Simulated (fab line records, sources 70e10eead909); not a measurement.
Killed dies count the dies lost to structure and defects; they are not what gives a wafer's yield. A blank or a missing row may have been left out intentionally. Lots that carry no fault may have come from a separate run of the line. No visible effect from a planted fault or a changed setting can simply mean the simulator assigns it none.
Which tool is to blame? || flow nand-harc || Sampling: 12 lots, 36 wafers, 3 of 1159 route steps

WHAT EACH GAUGE READ, for each wafer
NHARC_P_STI_INSPECT_11.
{"lot": "L075", "measured": "day 2 13:53", "on": "defect-inspect-01", "raw-defect-count": "2 9 13"}
{"lot": "L077", "measured": "day 3 05:49", "on": "defect-inspect-01", "raw-defect-count": "5 6 7"}
{"lot": "L079", "measured": "day 3 20:26", "on": "defect-inspect-02", "raw-defect-count": "3 8 4"}
{"lot": "L081", "measured": "day 4 05:33", "on": "defect-inspect-01", "raw-defect-count": "3 10 3"}
{"lot": "L083", "measured": "day 4 17:38", "on": "defect-inspect-01", "raw-defect-count": "1 5 4"}
{"lot": "L085", "measured": "day 5 02:34", "on": "defect-inspect-02", "raw-defect-count": "6 4 9"}
{"lot": "L087", "measured": "day 5 16:37", "on": "defect-inspect-02", "raw-defect-count": "5 8 7"}
{"lot": "L089", "measured": "day 6 08:36", "on": "defect-inspect-02", "raw-defect-count": "6 7 6"}
{"lot": "L091", "measured": "day 6 16:46", "on": "defect-inspect-02", "raw-defect-count": "7 11 6"}
{"lot": "L093", "measured": "day 7 07:08", "on": "defect-inspect-02", "raw-defect-count": "5 0 3"}
{"lot": "L095", "measured": "day 7 17:05", "on": "defect-inspect-02", "raw-defect-count": "4 4 4"}
{"lot": "L097", "measured": "day 8 04:56", "on": "defect-inspect-01", "raw-defect-count": "5 7 7"}

WHICH TOOL RAN EACH LOT (tool, then ch and the chambers of the sampled wafers, then the start)
{"lot": "L075", "NHARC_P_ZERO_WELL_ETCH_63": "rie-si-03 ch 0,2,3, day 1 19:32", "NHARC_P_ZERO_WELL_RTA_42": "rtp-anneal-02 ch 0, day 2 01:12"}
{"lot": "L077", "NHARC_P_ZERO_WELL_ETCH_63": "rie-si-05 ch 1,3, day 2 07:42", "NHARC_P_ZERO_WELL_RTA_42": "rtp-anneal-02 ch 0, day 2 13:11"}
{"lot": "L079", "NHARC_P_ZERO_WELL_ETCH_63": "rie-si-02 ch 0,2,3, day 2 19:39", "NHARC_P_ZERO_WELL_RTA_42": "rtp-anneal-01 ch 0, day 3 01:00"}
{"lot": "L081", "NHARC_P_ZERO_WELL_ETCH_63": "rie-si-03 ch 0,1,2, day 3 07:41", "NHARC_P_ZERO_WELL_RTA_42": "rtp-anneal-02 ch 0, day 3 12:56"}
{"lot": "L083", "NHARC_P_ZERO_WELL_ETCH_63": "rie-si-02 ch 1,3, day 3 19:41", "NHARC_P_ZERO_WELL_RTA_42": "rtp-anneal-01 ch 0, day 4 00:55"}
{"lot": "L085", "NHARC_P_ZERO_WELL_ETCH_63": "rie-si-02 ch 2,3, day 4 07:40", "NHARC_P_ZERO_WELL_RTA_42": "rtp-anneal-02 ch 0, day 4 13:04"}
{"lot": "L087", "NHARC_P_ZERO_WELL_ETCH_63": "rie-si-05 ch 0,1,3, day 4 19:32", "NHARC_P_ZERO_WELL_RTA_42": "rtp-anneal-02 ch 0, day 5 00:30"}
{"lot": "L089", "NHARC_P_ZERO_WELL_ETCH_63": "rie-si-02 ch 0,1,2, day 5 07:41", "NHARC_P_ZERO_WELL_RTA_42": "rtp-anneal-01 ch 0, day 5 13:10"}
{"lot": "L091", "NHARC_P_ZERO_WELL_ETCH_63": "rie-si-05 ch 1,2,3, day 5 19:40", "NHARC_P_ZERO_WELL_RTA_42": "rtp-anneal-01 ch 0, day 6 00:37"}
{"lot": "L093", "NHARC_P_ZERO_WELL_ETCH_63": "rie-si-05 ch 0,1,3, day 6 07:40", "NHARC_P_ZERO_WELL_RTA_42": "rtp-anneal-01 ch 0, day 6 13:02"}
{"lot": "L095", "NHARC_P_ZERO_WELL_ETCH_63": "rie-si-02 ch 0,1,2, day 6 19:38", "NHARC_P_ZERO_WELL_RTA_42": "rtp-anneal-01 ch 0, day 7 01:02"}
{"lot": "L097", "NHARC_P_ZERO_WELL_ETCH_63": "rie-si-05 ch 0,2,3, day 7 07:35", "NHARC_P_ZERO_WELL_RTA_42": "rtp-anneal-01 ch 0, day 7 12:58"}
- NHARC_P_ZERO_WELL_ETCH_63: etches the open film in HBr/Cl2, target depth 120 nm, time 40.1 s.
- NHARC_P_ZERO_WELL_RTA_42: time 300 s.

THE ANSWER, worked out from the rows above alone
Rule: usual is defined by the lots themselves. Put in order of their means at a reading, lots are off if they are a third of the lots or fewer, leave a main group of 4 or more, and stand apart from it by a gap of 3 or more times the standard deviation of the main group's means; of several such gaps the widest counts. Not used: any main group whose means are identical at the precision the tables above print for the reading. A lot without any number at a reading at which 4 lots or more have one is off too. Where the step has rows for the other lots, those lots are counted as sound.
No lot is off at any reading shown: from this, nothing can be told.

WHAT THE SIMULATOR HAD PUT IN
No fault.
